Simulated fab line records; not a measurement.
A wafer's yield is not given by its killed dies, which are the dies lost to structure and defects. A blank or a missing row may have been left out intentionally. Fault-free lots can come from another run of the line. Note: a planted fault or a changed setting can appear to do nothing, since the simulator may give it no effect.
Matching of chambers :: flow n5_finfet :: N5_BEOL_M3_ILD_DEP_00 on pecvd-03: 3 sister chambers
The step deposits SiOC from DEMS/O2, target thk 79 nm, time 15.3 s. 16 wafers are shown with their chamber, then 8 later ones without.

## WAFERS WITH THEIR CHAMBER
wafer: L074.4
chamber: 1
throttle_valve_pct (%): 13.3
heater_power_w (W): 587
heater_power_outer_w (W): 366

wafer: L074.5
chamber: 2
throttle_valve_pct (%): 11.1
heater_power_w (W): 485
heater_power_outer_w (W): 271

wafer: L074.6
chamber: 0
throttle_valve_pct (%): 11.9
heater_power_w (W): 347
heater_power_outer_w (W): 209

wafer: L081.2
chamber: 0
throttle_valve_pct (%): 12.2
heater_power_w (W): 370
heater_power_outer_w (W): 227

wafer: L081.3
chamber: 1
throttle_valve_pct (%): 13.4
heater_power_w (W): 515
heater_power_outer_w (W): 308

wafer: L081.6
chamber: 0
throttle_valve_pct (%): 12.0
heater_power_w (W): 370
heater_power_outer_w (W): 228

wafer: L084.1
chamber: 2
throttle_valve_pct (%): 11.2
heater_power_w (W): 441
heater_power_outer_w (W): 230

wafer: L084.3
chamber: 0
throttle_valve_pct (%): 12.0
heater_power_w (W): 379
heater_power_outer_w (W): 240

wafer: L084.6
chamber: 2
throttle_valve_pct (%): 11.3
heater_power_w (W): 450
heater_power_outer_w (W): 230

wafer: L089.2
chamber: 2
throttle_valve_pct (%): 11.0
heater_power_w (W): 467
heater_power_outer_w (W): 254

wafer: L089.3
chamber: 0
throttle_valve_pct (%): 11.9
heater_power_w (W): 411
heater_power_outer_w (W): 269

wafer: L089.4
chamber: 0
throttle_valve_pct (%): 12.3
heater_power_w (W): 322
heater_power_outer_w (W): 197

wafer: L090.1
chamber: 2
throttle_valve_pct (%): 11.3
heater_power_w (W): 418
heater_power_outer_w (W): 216

wafer: L090.3
chamber: 0
throttle_valve_pct (%): 11.9
heater_power_w (W): 348
heater_power_outer_w (W): 211

wafer: L090.4
chamber: 2
throttle_valve_pct (%): 11.3
heater_power_w (W): 425
heater_power_outer_w (W): 222

wafer: L093.1
chamber: 0
throttle_valve_pct (%): 11.8
heater_power_w (W): 364
heater_power_outer_w (W): 227

SIGNATURES, as means of the wafers listed above
reading: throttle_valve_pct
chamber 0: 12.000
chamber 1: 13.350
chamber 2: 11.200
scatter within a chamber: 0.148

reading: heater_power_w
chamber 0: 363.88
chamber 1: 551.00
chamber 2: 447.67
scatter within a chamber: 28.6

reading: heater_power_outer_w
chamber 0: 226.00
chamber 1: 337.00
chamber 2: 237.17
scatter within a chamber: 23.7
Rule: for a wafer and a chamber, the distance is found by dividing, reading by reading, the gap between the wafer's reading and the chamber's mean by the reading's scatter, squaring, summing and taking the root. The wafer belongs to the nearest chamber; if the next one is less than 2 further off, it can't be placed. The scatter: the root of (the sum of the squares of (reading less its chamber's mean) over the shown wafers, divided by (wafers less chambers)).

## WAFERS WITH NO CHAMBER GIVEN
wafer: L093.4
throttle_valve_pct (%): 13.4
heater_power_w (W): 574
heater_power_outer_w (W): 359

wafer: L093.5
throttle_valve_pct (%): 12.3
heater_power_w (W): 360
heater_power_outer_w (W): 222

wafer: L094.1
throttle_valve_pct (%): 12.0
heater_power_w (W): 412
heater_power_outer_w (W): 257

wafer: L094.2
throttle_valve_pct (%): 13.4
heater_power_w (W): 588
heater_power_outer_w (W): 360

wafer: L094.4
throttle_valve_pct (%): 13.2
heater_power_w (W): 605
heater_power_outer_w (W): 377

wafer: L095.2
throttle_valve_pct (%): 11.9
heater_power_w (W): 378
heater_power_outer_w (W): 231

wafer: L095.3
throttle_valve_pct (%): 11.5
heater_power_w (W): 489
heater_power_outer_w (W): 268

wafer: L095.6
throttle_valve_pct (%): 12.3
heater_power_w (W): 373
heater_power_outer_w (W): 230

## THE CHAMBER EACH PASSED THROUGH
wafer: L093.4
from the rows above: 1
in truth: 1

wafer: L093.5
from the rows above: 0
in truth: 0

wafer: L094.1
from the rows above: 0
in truth: 0

wafer: L094.2
from the rows above: 1
in truth: 1

wafer: L094.4
from the rows above: 1
in truth: 1

wafer: L095.2
from the rows above: 0
in truth: 0

wafer: L095.3
from the rows above: 2
in truth: 2

wafer: L095.6
from the rows above: 0
in truth: 0
Correctly placed: 8 of 8. From these rows, 0 cannot be placed. Number placed wrongly: 0.
